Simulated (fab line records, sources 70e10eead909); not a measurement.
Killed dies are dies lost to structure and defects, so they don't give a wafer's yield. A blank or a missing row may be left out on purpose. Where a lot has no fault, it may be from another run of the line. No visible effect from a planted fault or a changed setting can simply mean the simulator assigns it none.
fab line records | flow nand_harc | part 1 of 2: steps 1 to 4 of 6
[record] lots = 21 wafers = 63 last_day = 33
route steps=1302 shown A_SLIT@935 A_CONTACT@1000
lots that met no fault: from a run of the same line without faults
start_h: start of the lot's first displayed wafer, in hours after the record's first day | wait_h: hours elapsed since this lot's preceding step | " the same as in the row above | L1.1+2: one row covering several wafers at once | - no value, or no start was given | * or withheld: withheld | < > ~ a bound
route shown NAME@n: NAME is a module with steps in the file, n the number in the route of the first one | usual: average and standard deviation across the fault-free wafers | same: alike in all rows | chamber/n: place in a boat | sites: each site's reading | _std_site: standard deviation across them | _edge_site: outer sites' mean less inner sites' | radius_mm: how far each site lies from the wafer's centre | mask NAME#n: copy n | behind: tool/chamber where the wafer was last shaped | hold: what put the lot on hold/how long, in hours/how the hold closed | device: transistor that didn't switch, given as n, p or np | end of line: at the end of the route, the tests of the same wafers | a step given without rows: its recipe and nothing more | killed: count of dies lost to structure and defects at first sort (not the wafer's yield) | map: dies across one wafer; x = killed, . = not, _ = none there
set.NAME: the setting as run; set.NAME@STEP: as run at that earlier step | model.NAME: the simulator's own value behind a step, which no gauge read
route steps across a sampled set of lots; one table per step, one row per wafer
services: from which hour (start_h, from the record's first day; less than 0 if before it) a tool's chamber was out of use, for how many hours, and why
[[steps]]
[step NHARC_A_SLIT_INSPECT_11]
[usual] raw_defect_count = 57/33
// columns lot.wafer tool chamber start_h wait_h raw_defect_count
L076.1 defect_inspect-01 - 467.83 0.0 13
L076.3 " - " " 21
L076.4 " - " " 17
L075.4 defect_inspect-02 - 468.27 0.0 69
L075.5 " - " " 52
L075.6 " - " " 62
L077.3 defect_inspect-01 - 471.51 0.0 128
L077.5 " - " " 123
L077.6 " - " " 106
L074.1 defect_inspect-02 - 478.53 0.0 85
L074.5 " - " " 64
L074.6 " - " " 67
L078.1 defect_inspect-01 - 484.26 0.0 19
L078.4 " - " " 21
L078.5 " - " " 24
L081.1 defect_inspect-01 - 514.93 0.0 74
L081.2 " - " " 78
L081.5 " - " " 83
L082.1 defect_inspect-02 - 525.75 0.0 49
L082.3 " - " " 56
L082.6 " - " " 72
L083.1 defect_inspect-02 - 539.00 0.0 89
L083.3 " - " " 78
L083.4 " - " " 96
L084.1 defect_inspect-01 - 549.95 0.0 30
L084.2 " - " " 25
L084.3 " - " " 26
L085.3 defect_inspect-01 - 551.69 0.0 43
L085.5 " - " " 40
L085.6 " - " " 32
L086.2 defect_inspect-02 - 551.84 0.0 66
L086.5 " - " " 67
L086.6 " - " " 71
L087.3 defect_inspect-01 - 567.74 0.0 25
L087.4 " - " " 21
L087.5 " - " " 27
L089.1 defect_inspect-01 - 592.32 0.0 104
L089.2 " - " " 93
L089.4 " - " " 99
L091.2 defect_inspect-02 - 603.59 0.0 108
L091.3 " - " " 82
L091.4 " - " " 96
L090.1 defect_inspect-01 - 604.34 0.0 63
L090.2 " - " " 61
L090.4 " - " " 49
L092.1 defect_inspect-02 - 627.57 0.0 28
L092.3 " - " " 24
L092.6 " - " " 27
L093.4 defect_inspect-02 - 627.93 0.0 119
L093.5 " - " " 94
L093.6 " - " " 97
L095.1 defect_inspect-02 - 656.20 0.0 32
L095.3 " - " " 25
L095.4 " - " " 33
L096.1 defect_inspect-01 - 656.30 0.0 76
L096.3 " - " " 73
L096.5 " - " " 72
L094.1 defect_inspect-02 - 657.09 0.0 61
L094.2 " - " " 54
L094.4 " - " " 60
L097.3 defect_inspect-01 - 680.91 0.0 6
L097.4 " - " " 6
L097.5 " - " " 6
[step NHARC_A_CONTACT_DESCUM_47]
[recipe] time_s = 3 o2_flow_sccm = 200 ar_flow_sccm = 0 bias_power_w = 0 chemistry = O2
[usual] drypump_motor_current_A = 5.9/0.33 mfc_ar_sccm = 0.008/0.012 oes_product_au = 1.002/0.01 rf_vpp_V = 57.5/0.85 showerhead_plenum_p_Torr = 1.86/0.054 throttle_valve_pct = 11.310/0.0095
[same] bias_power_w = 0
// columns lot.wafer tool chamber start_h wait_h drypump_motor_current_A mfc_ar_sccm oes_product_au rf_hours_counter_h rf_vpp_V showerhead_plenum_p_Torr throttle_valve_pct
L076.3 rie_diel-11 0 505.80 0.1 5.9 0 0.998 12 56.3 1.78 11.310
L076.4 " 2 " " 5.7 0.032 1.003 11 56.6 1.84 11.313
L076.1 " 3 " " 6.2 0.021 0.999 12 57.9 1.86 11.314
L075.4 rie_diel-06 0 506.03 0.1 5.5 0 0.979 3 58.6 2.01 11.308
L075.5 " 1 " " 5.7 0 0.999 - 57.0 1.88 11.304
L075.6 " 2 " " 6.5 0 0.997 - 56.4 1.86 11.314
L077.3 rie_diel-11 3 510.72 0.1 6.2 0.021 1.010 14 56.9 1.86 11.310
L077.5 " 3 " " 6.2 0.021 1.009 - 57.4 1.86 11.307
L077.6 " 0 " " 5.9 0 1.002 - 57.3 1.78 11.326
L074.1 rie_diel-06 1 515.62 0.1 5.7 0 1.007 7 56.8 1.88 11.307
L074.5 " 2 " " 6.6 0 0.991 - 57.7 1.86 11.318
L074.6 " 3 " " 5.9 0 0.995 - 56.4 1.88 11.298
L078.1 rie_diel-08 3 523.69 0.1 5.5 0 0.993 55 58.1 1.79 11.311
L078.4 " 3 " " 5.5 0 0.982 - 56.7 1.79 11.293
L078.5 " 0 " " 5.2 0.009 0.995 - 56.8 1.90 11.323
L081.1 rie_diel-11 1 554.22 0.1 5.9 0 1.002 24 58.1 1.89 11.314
L081.2 " 3 " " 6.2 0.021 1.006 24 58.0 1.86 11.295
L081.5 " 1 " " 5.9 0 0.994 - 57.4 1.89 11.313
L082.1 rie_diel-08 0 564.02 0.1 5.2 0.009 1.016 1 58.5 1.90 11.325
L082.3 " 3 " " 5.5 0 0.997 2 57.1 1.78 11.317
L082.6 " 0 " " 5.2 0.009 1.012 - 59.1 1.90 11.304
L083.1 rie_diel-06 0 576.42 0.1 5.5 0 0.985 24 57.4 2.01 11.322
L083.3 " 1 " " 5.7 0 1.003 29 55.3 1.87 11.295
L083.4 " 0 " " 5.5 0 0.995 - 58.4 2.01 11.309
L084.2 rie_diel-06 2 588.48 0.1 6.6 0 0.996 37 57.0 1.85 11.328
L084.1 " 3 " " 5.9 0 1.002 29 57.1 1.88 11.320
L084.3 " 1 " " 5.7 0 1.014 34 58.0 1.87 11.304
L086.2 rie_diel-11 3 588.74 0.1 6.2 0.021 1.018 29 57.4 1.86 11.308
L086.6 " 1 " " 5.9 0 0.990 - 57.4 1.88 11.323
L086.5 " 2 " " 5.7 0.032 1.004 - 59.1 1.83 11.303
L085.3 rie_diel-06 0 596.68 0.1 5.5 0 0.988 30 60.2 2.01 11.307
L085.6 " 3 " " 5.9 0 0.999 - 57.0 1.87 11.337
L085.5 " 0 " " 5.5 0 0.997 - 56.4 2.01 11.298
L087.3 rie_diel-11 2 608.71 0.1 5.7 0.032 1.010 34 57.1 1.83 11.306
L087.4 " 1 " " 5.9 0 0.993 32 57.4 1.88 11.309
L087.5 " 2 " " 5.7 0.032 0.998 - 58.0 1.83 11.281
L089.2 rie_diel-11 2 632.13 0.1 5.7 0.032 1.004 0 57.1 1.83 11.301
L089.1 " 0 " " 5.9 0 0.998 0 57.0 1.78 11.310
L089.4 " 1 " " 5.9 0 0.996 0 57.8 1.88 11.309
L091.3 rie_diel-11 2 646.45 0.1 5.7 0.032 1.021 4 57.6 1.83 11.304
L091.2 " 3 " " 6.2 0.021 1.019 2 58.0 1.85 11.300
L091.4 " 3 " " 6.2 0.021 1.020 - 57.0 1.85 11.297
L090.2 rie_diel-11 1 646.60 0.1 5.9 0 0.997 3 59.0 1.88 11.309
L090.1 " 2 " " 5.7 0.032 1.014 4 58.6 1.83 11.304
L090.4 " 3 " " 6.2 0.021 1.004 - 57.6 1.85 11.308
L092.3 rie_diel-11 1 664.99 0.1 5.9 0 0.994 7 57.1 1.88 11.314
L092.1 " 3 " " 6.2 0.021 1.008 6 57.8 1.85 11.310
L092.6 " 1 " " 5.9 0 0.989 - 57.4 1.88 11.314
L093.4 rie_diel-11 2 668.31 0.1 5.7 0.032 1.009 6 57.6 1.83 11.318
L093.6 " 3 " " 6.2 0.021 1.008 - 57.5 1.85 11.309
L093.5 " 0 " " 5.9 0 1.013 - 58.1 1.78 11.306
L094.2 rie_diel-08 1 695.14 0.1 5.8 0 1.010 44 58.3 1.92 11.302
L094.4 " 2 " " 5.4 0.001 1.009 46 58.3 1.87 11.305
L094.1 " 0 " " 5.2 0.009 1.018 45 57.7 1.88 11.307
L095.1 rie_diel-11 0 697.19 0.1 5.9 0 1.001 10 57.8 1.77 11.298
L095.4 " 1 " " 5.9 0 1.000 12 57.7 1.88 11.320
L095.3 " 3 " " 6.2 0.021 1.013 12 59.4 1.85 11.316
L096.3 rie_diel-11 0 701.30 0.1 5.9 0 0.999 11 57.1 1.77 11.319
L096.1 " 2 " " 5.7 0.032 1.007 11 57.1 1.83 11.315
L096.5 " 3 " " 6.2 0.021 0.998 - 57.4 1.85 11.323
L097.3 rie_diel-06 1 718.94 0.1 5.7 0 1.025 12 56.8 1.86 11.336
L097.4 " 0 " " 5.5 0 0.993 14 59.1 1.99 11.298
L097.5 " 2 " " 6.6 0 0.990 - 56.3 1.83 11.313
[step NHARC_A_CONTACT_ETCH_48]
[recipe] target_depth_a = 390 over_etch_frac = 0.3 time_s = 65 ion_energy_ev = 80 cf4_flow_sccm = 150 ar_flow_sccm = 0 rf_w = 300 bias_w = 100 chemistry = CF4
[usual] bias_w = 100.03/0.28 drypump_motor_current_A = 5.9/0.33 mfc_ar_sccm = 0.008/0.012 oes_product_au = 1.003/0.0094 rf_vpp_V = 150.6/1.1 showerhead_plenum_p_Torr = 1.72/0.047 throttle_valve_pct = 13.284/0.0086
// columns lot.wafer tool chamber start_h wait_h bias_w drypump_motor_current_A mfc_ar_sccm oes_product_au rf_hours_counter_h rf_vpp_V showerhead_plenum_p_Torr throttle_valve_pct
L076.3 rie_diel-11 1 505.89 0.1 100.53 5.9 0 0.991 11 150.0 1.75 13.271
L076.1 " 2 " " 99.83 5.7 0.032 0.996 11 150.2 1.70 13.280
L076.4 " 3 " " 99.92 6.2 0.021 1.009 12 150.5 1.72 13.285
L075.4 rie_diel-06 0 506.10 0.1 100.06 5.5 0 0.992 3 152.7 1.86 13.289
L075.6 " 2 " " 100.29 6.6 0 0.992 - 150.3 1.72 13.278
L075.5 " 3 " " 99.58 5.9 0 0.997 - 150.9 1.74 13.277
L077.3 rie_diel-11 3 510.81 0.1 100.32 6.2 0.021 1.005 14 150.7 1.72 13.285
L077.5 " 2 " " 100.09 5.7 0.032 0.998 - 149.2 1.70 13.284
L077.6 " 3 " " 99.90 6.2 0.021 0.997 - 153.2 1.72 13.274
L074.1 rie_diel-06 2 515.68 0.1 99.84 6.6 0 0.998 7 150.4 1.72 13.285
L074.6 " 2 " " 99.80 6.6 0 0.990 - 153.0 1.72 13.297
L074.5 " 3 " " 99.87 5.9 0 0.989 - 151.3 1.74 13.295
L078.1 rie_diel-08 0 523.79 0.1 99.91 5.3 0.009 1.011 47 152.1 1.76 13.283
L078.4 " 0 " " 99.79 5.2 0.009 0.995 - 150.4 1.76 13.294
L078.5 " 3 " " 100.35 5.5 0 0.989 - 150.4 1.66 13.273
L081.2 rie_diel-11 3 554.29 0.1 99.91 6.2 0.021 1.008 24 151.2 1.72 13.272
L081.1 " 1 " " 99.59 5.9 0 0.998 24 150.0 1.75 13.289
L081.5 " 0 " " 99.89 5.9 0 1.003 - 150.6 1.65 13.288
L082.1 rie_diel-08 3 564.11 0.1 99.90 5.5 0 0.996 2 149.9 1.66 13.253
L082.3 " 0 " " 100.23 5.2 0.009 1.013 1 149.6 1.75 13.285
L082.6 " 2 " " 100.36 5.4 0.001 0.998 - 151.1 1.74 13.283
L083.1 rie_diel-06 1 576.51 0.1 99.79 5.7 0 1.010 29 151.4 1.73 13.292
L083.3 " 0 " " 99.77 5.5 0 0.990 24 151.2 1.85 13.273
L083.4 " 2 " " 99.66 6.7 0 1.002 - 149.5 1.71 13.280
L084.2 rie_diel-06 2 588.57 0.1 100.28 6.6 0 0.990 37 150.5 1.71 13.279
L084.3 " 3 " " 100.28 5.9 0 1.005 29 150.9 1.74 13.283
L084.1 " 0 " " 99.86 5.5 0 0.992 28 151.7 1.85 13.279
L086.2 rie_diel-11 1 588.82 0.1 99.65 5.9 0 0.995 28 151.1 1.74 13.291
L086.6 " 3 " " 100.17 6.2 0.021 1.015 - 150.8 1.72 13.273
L086.5 " 0 " " 100.02 5.9 0 0.995 - 149.2 1.65 13.292
L085.3 rie_diel-06 2 596.77 0.1 100.08 6.7 0 0.987 39 150.3 1.71 13.270
L085.6 " 0 " " 100.34 5.5 0 0.984 - 152.0 1.85 13.292
L085.5 " 1 " " 99.89 5.7 0 1.009 - 151.1 1.73 13.279
L087.4 rie_diel-11 0 608.80 0.1 100.30 5.9 0 1.005 34 148.1 1.65 13.289
L087.3 " 1 " " 100.43 5.9 0 1.001 33 151.9 1.74 13.272
L087.5 " 0 " " 100.39 5.9 0 1.010 - 150.1 1.65 13.297
L089.1 rie_diel-11 0 632.23 0.1 99.94 5.9 0 1.006 0 148.6 1.65 13.301
L089.2 " 1 " " 99.89 5.9 0 0.992 0 148.5 1.74 13.285
L089.4 " 2 " " 100.18 5.7 0.032 1.008 0 149.6 1.70 13.288
L091.3 rie_diel-11 2 646.55 0.1 99.92 5.7 0.032 1.027 4 149.6 1.70 13.277
L091.2 " 3 " " 99.83 6.2 0.021 1.015 2 151.4 1.72 13.291
L091.4 " 1 " " 100.28 5.9 0 1.005 - 151.4 1.74 13.297
L090.4 rie_diel-11 1 646.94 0.3 99.91 5.9 0 1.005 4 151.4 1.74 13.271
L090.1 " 3 " " 100.57 6.2 0.021 1.009 2 149.4 1.72 13.276
L090.2 " 0 " " 100.72 5.9 0 1.002 1 149.9 1.65 13.272
L092.1 rie_diel-11 0 665.09 0.1 100.42 5.9 0 1.004 5 148.3 1.65 13.289
L092.3 " 3 " " 100.00 6.2 0.021 1.010 6 151.5 1.72 13.288
L092.6 " 3 " " 99.89 6.2 0.021 1.005 - 151.8 1.72 13.283
L093.4 rie_diel-11 3 668.38 0.1 99.66 6.2 0.021 1.010 8 149.4 1.72 13.286
L093.6 " 2 " " 99.99 5.7 0.032 1.020 - 149.5 1.70 13.287
L093.5 " 3 " " 99.77 6.2 0.021 1.007 - 149.4 1.72 13.282
L094.1 rie_diel-08 2 695.23 0.1 100.45 5.4 0.001 1.000 46 150.5 1.73 13.300
L094.2 " 3 " " 100.46 5.5 0 0.984 42 148.5 1.64 13.279
L094.4 " 0 " " 100.38 5.2 0.009 1.020 45 151.7 1.74 13.285
L095.3 rie_diel-11 2 697.28 0.1 99.88 5.7 0.032 1.004 10 150.7 1.69 13.291
L095.4 " 3 " " 100.39 6.2 0.021 0.997 12 149.7 1.71 13.290
L095.1 " 0 " " 100.20 5.9 0 1.009 10 149.1 1.65 13.287
L096.3 rie_diel-11 3 701.38 0.1 99.54 6.2 0.021 0.996 13 150.1 1.71 13.293
L096.1 " 0 " " 99.48 5.9 0 1.000 11 150.0 1.65 13.285
L096.5 " 3 " " 100.32 6.2 0.021 1.007 - 150.1 1.71 13.280
L097.3 rie_diel-06 3 719.03 0.1 100.52 5.9 0 0.995 16 149.6 1.72 13.276
L097.4 " 2 " " 100.23 6.7 0 0.999 15 151.5 1.70 13.278
L097.5 " 3 " " 99.81 5.9 0 1.000 - 150.8 1.72 13.290
[step NHARC_A_CONTACT_ETCH_49]
[recipe] target_depth_a = 2600 over_etch_frac = 0.3 time_s = 475.3 ion_energy_ev = 200 n2_flow_sccm = 150 h2_flow_sccm = 150 ar_flow_sccm = 0 rf_w = 400 bias_w = 150 chemistry = N2/H2
[usual] bias_w = 150.0/0.46 drypump_motor_current_A = 5.9/0.33 mfc_ar_sccm = 0.008/0.012 oes_product_au = 1.003/0.01 rf_vpp_V = 428.9/2 showerhead_plenum_p_Torr = 1.98/0.06 throttle_valve_pct = 14.171/0.009
// columns lot.wafer tool chamber start_h wait_h bias_w drypump_motor_current_A mfc_ar_sccm oes_product_au rf_hours_counter_h rf_vpp_V showerhead_plenum_p_Torr throttle_valve_pct
L076.3 rie_diel-11 2 - - 150.1 5.7 0.032 0.995 11 428.4 1.96 14.184
L076.4 " 3 " " 150.1 6.2 0.021 1.010 13 430.7 1.98 14.162
L076.1 " 1 " " 150.0 5.9 0 0.997 11 430.3 2.01 14.162
L075.4 rie_diel-06 1 - - 150.1 5.7 0 1.019 3 429.5 2.01 14.163
L075.5 " 1 " " 150.3 5.7 0 1.012 - 430.8 2.01 14.160
L075.6 " 2 " " 149.0 6.6 0 1.004 - 427.9 1.98 14.173
L077.3 rie_diel-11 0 - - 149.9 5.9 0 1.002 14 425.0 1.90 14.178
L077.5 " 0 " " 150.4 5.9 0 1.001 - 426.4 1.90 14.169
L077.6 " 1 " " 150.0 5.9 0 1.008 - 430.8 2.01 14.179
L074.1 rie_diel-06 3 - - 149.9 5.9 0 1.003 5 428.6 2.01 14.166
L074.5 " 3 " " 150.4 5.9 0 0.981 - 430.4 2.01 14.196
L074.6 " 0 " " 150.5 5.5 0 0.989 - 433.8 2.15 14.164
L078.1 rie_diel-08 3 - - 150.0 5.5 0 0.984 55 426.9 1.90 14.166
L078.4 " 0 " " 150.6 5.2 0.009 1.006 - 430.0 2.03 14.176
L078.5 " 2 " " 151.2 5.4 0.001 1.009 - 429.5 2.01 14.172
L081.2 rie_diel-11 1 - - 150.1 5.9 0 0.998 24 430.3 2.01 14.170
L081.1 " 2 " " 149.8 5.7 0.032 1.001 24 428.4 1.95 14.186
L081.5 " 2 " " 149.7 5.7 0.032 1.007 - 429.2 1.95 14.167
L082.3 rie_diel-08 0 - - 149.5 5.2 0.009 1.023 2 429.5 2.02 14.183
L082.1 " 1 " " 151.2 5.8 0 1.011 2 431.2 2.06 14.180
L082.6 " 0 " " 150.2 5.2 0.009 1.006 - 430.2 2.02 14.159
L083.3 rie_diel-06 0 - - 149.6 5.5 0 0.982 24 433.4 2.14 14.170
L083.1 " 1 " " 149.4 5.7 0 1.014 29 427.2 2.00 14.178
L083.4 " 0 " " 150.8 5.5 0 0.985 - 434.5 2.14 14.174
L084.1 rie_diel-06 1 - - 149.6 5.7 0 1.007 34 428.2 2.00 14.180
L084.3 " 2 " " 150.9 6.6 0 0.996 37 429.1 1.97 14.159
L084.2 " 0 " " 150.6 5.5 0 0.985 28 434.6 2.14 14.181
L086.2 rie_diel-11 3 - - 149.8 6.2 0.021 1.009 30 428.8 1.98 14.173
L086.6 " 0 " " 148.8 5.9 0 1.000 - 426.9 1.89 14.170
L086.5 " 1 " " 149.3 5.9 0 1.003 - 429.2 2.01 14.176
L085.3 rie_diel-06 0 - - 149.5 5.5 0 0.986 30 434.0 2.14 14.162
L085.6 " 0 " " 149.6 5.5 0 0.993 - 433.6 2.14 14.181
L085.5 " 1 " " 149.2 5.7 0 1.011 - 428.5 1.99 14.179
L087.3 rie_diel-11 1 - - 149.7 5.9 0 0.991 33 429.6 2.01 14.170
L087.4 " 3 " " 150.2 6.2 0.021 1.014 33 429.5 1.98 14.190
L087.5 " 2 " " 149.8 5.7 0.032 1.010 - 426.7 1.95 14.173
L089.4 rie_diel-11 0 - - 150.0 5.9 0 1.008 0 427.1 1.89 14.153
L089.2 " 1 " " 149.5 5.9 0 1.008 0 431.1 2.01 14.168
L089.1 " 2 " " 149.2 5.7 0.032 1.016 0 426.8 1.95 14.174
L091.2 rie_diel-11 1 - - 150.5 5.9 0 0.994 3 428.7 2.01 14.174
L091.3 " 2 " " 149.8 5.7 0.032 1.014 4 429.8 1.95 14.182
L091.4 " 3 " " 150.0 6.2 0.021 1.008 - 429.1 1.97 14.171
L090.4 rie_diel-11 2 - - 149.8 5.7 0.032 1.020 4 427.9 1.95 14.162
L090.2 " 3 " " 151.0 6.2 0.021 1.011 3 428.8 1.97 14.170
L090.1 " 0 " " 149.4 5.9 0 1.014 2 427.2 1.89 14.163
L092.1 rie_diel-11 0 - - 149.7 5.9 0 1.010 5 427.8 1.89 14.168
L092.3 " 3 " " 150.1 6.2 0.021 1.004 6 430.2 1.97 14.172
L092.6 " 1 " " 150.2 5.9 0 0.995 - 430.4 2.00 14.166
L093.4 rie_diel-11 2 - - 150.2 5.7 0.032 1.024 6 429.5 1.95 14.180
L093.5 " 0 " " 149.7 5.9 0 1.007 - 426.1 1.89 14.175
L093.6 " 1 " " 150.3 5.9 0 0.995 - 429.6 2.00 14.179
L094.2 rie_diel-08 3 - - 149.4 5.5 0 0.985 42 426.2 1.88 14.151
L094.1 " 0 " " 150.4 5.2 0.009 1.018 45 430.5 2.01 14.175
L094.4 " 1 " " 150.1 5.8 0 1.005 45 431.9 2.05 14.164
L095.3 rie_diel-11 2 - - 149.6 5.7 0.032 1.011 10 426.9 1.94 14.178
L095.4 " 3 " " 150.9 6.2 0.021 1.005 12 429.1 1.97 14.171
L095.1 " 1 " " 149.9 5.9 0 1.004 12 430.9 2.00 14.181
L096.3 rie_diel-11 2 - - 149.9 5.7 0.032 1.013 11 426.5 1.94 14.160
L096.1 " 1 " " 150.6 5.9 0 1.001 13 428.6 2.00 14.177
L096.5 " 3 " " 150.9 6.2 0.021 1.005 - 429.6 1.97 14.159
L097.4 rie_diel-06 3 - - 149.5 5.9 0 0.990 17 428.9 1.98 14.162
L097.3 " 0 " " 150.4 5.5 0 0.993 14 434.0 2.13 14.158
L097.5 " 2 " " 149.9 6.6 0 0.977 - 428.7 1.95 14.168
